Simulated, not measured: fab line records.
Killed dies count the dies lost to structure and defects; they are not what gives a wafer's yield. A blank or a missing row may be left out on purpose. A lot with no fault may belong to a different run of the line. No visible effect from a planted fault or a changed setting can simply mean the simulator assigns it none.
Split-lot trial    flow n5_finfet    on a route of 1938 steps: 7 lots, 21 wafers read

## ABOUT THE SPLIT
At N5_WELL_APT_EXPOSE_05 (exposes mask NWELL, defocus 0 nm, target cd 200 nm), the setting dose_mj was moved away from the recipe's 20.3 on 6 of the 21 wafers read, by -5.4% to +5.1%. The other wafers ran this setting at the recipe's value.

## FROM THE SPLIT TO THE READING: what the file shows between them, 3 steps
- N5_WELL_APT_PEB_06: peb time 90 s
- N5_WELL_APT_DEVELOP_07: develop time 45 s
- N5_WELL_APT_HARDBAKE_12: time 120 s

## THE READING
cd_nm at N5_WELL_APT_CD_MEAS_08, given in nm (cd target 200 nm). Typical for fault-free wafers on this fab line: 200.8 nm, with standard deviation 1.8 nm.

wafer   tool, chamber at the split  dose_mj as run  against the recipe  cd_nm, nm  against lot-mates on the recipe
L078.1  krf_scanner-02, 0           20.3            recipe              203.5      -
L078.2  krf_scanner-02, 0           20.3            recipe              204.4      -
L078.5  krf_scanner-02, 0           20.3            recipe              201.2      -
L083.1  krf_scanner-01, 0           20.3            recipe              202.9      -
L083.4  krf_scanner-01, 0           20.3            recipe              202.0      -
L083.6  krf_scanner-01, 0           20.3            recipe              200.8      -
L084.1  krf_scanner-02, 0           20.3            recipe              202.8      -
L084.3  krf_scanner-02, 0           19.64           -3.3%               193.0      -7.9
L084.6  krf_scanner-02, 0           20.3            recipe              199.1      -
L085.4  krf_scanner-01, 0           21.34           +5.1%               210.1      no lot-mate on the recipe
L085.5  krf_scanner-01, 0           21.34           +5.1%               212.8      no lot-mate on the recipe
L085.6  krf_scanner-01, 0           21.34           +5.1%               213.4      no lot-mate on the recipe
L093.1  krf_scanner-01, 0           20.3            recipe              199.7      -
L093.4  krf_scanner-01, 0           19.21           -5.4%               190.8      -9.6
L093.5  krf_scanner-01, 0           20.3            recipe              201.1      -
L094.1  krf_scanner-02, 0           20.3            recipe              200.0      -
L094.2  krf_scanner-02, 0           19.4            -4.4%               191.6      -8.1
L094.3  krf_scanner-02, 0           20.3            recipe              199.3      -
L097.2  krf_scanner-01, 0           20.3            recipe              197.2      -
L097.3  krf_scanner-01, 0           20.3            recipe              199.5      -
L097.4  krf_scanner-01, 0           20.3            recipe              202.9      -

THE FIT
A straight line over all 21 wafers: cd_nm changes by +2.12 nm for each +1% of dose_mj; r = +0.95; the points scatter about the line by 1.8 nm.
The same after taking each lot's own level away (the mean of its wafers on the recipe; 18 wafers): +1.91 nm for each +1%; r = +0.91; scatter 1.5 nm.
On that fit, the largest move of dose_mj shifts the reading by 10 nm.
The span of the lots' own levels, 199.65 to 203.03 nm, comes to 1.9 times the standard deviation stated above.
Hence the slope depends on the lot-to-lot level, as the two fits are not the same.
Check: for one of the wafers moved furthest among these (-5.4%), held out of the fit, the line's prediction against its lot-mates is -10.9 nm. It came out at -9.6 nm against them.

## ADDITIONAL SPLITS CARRIED BY THESE WAFERS
Other splits were also applied to these wafers ahead of the reading. Each is held against what the fit with the lots' levels taken away leaves over:
other split on the same wafers  wafers away from the commonest value  r with cd_nm (lot level and that fit taken away)
N5_WELL_APT_COAT_02 spin_rpm    8                                     +0.54

## THE WHOLE CHAIN: every reading that the file lists as answering this split, in the file's order
step                    what it does              reading                                                          change (the file's fit)               r (the file's)
N5_WELL_APT_CD_MEAS_08  target cd 200 nm          cd_nm                                                            +1.92 nm for each +1% of the setting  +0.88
N5_WELL_APT_DESCUM_13   chemistry O2, time 7.9 s  WELL_APT.cd_nm (the simulator's own value, which no gauge read)  +1.87 nm for each +1% of the setting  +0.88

## THE FILE'S OWN FIT
cd_nm changes by +1.92 nm for each +1% of dose_mj, r = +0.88.
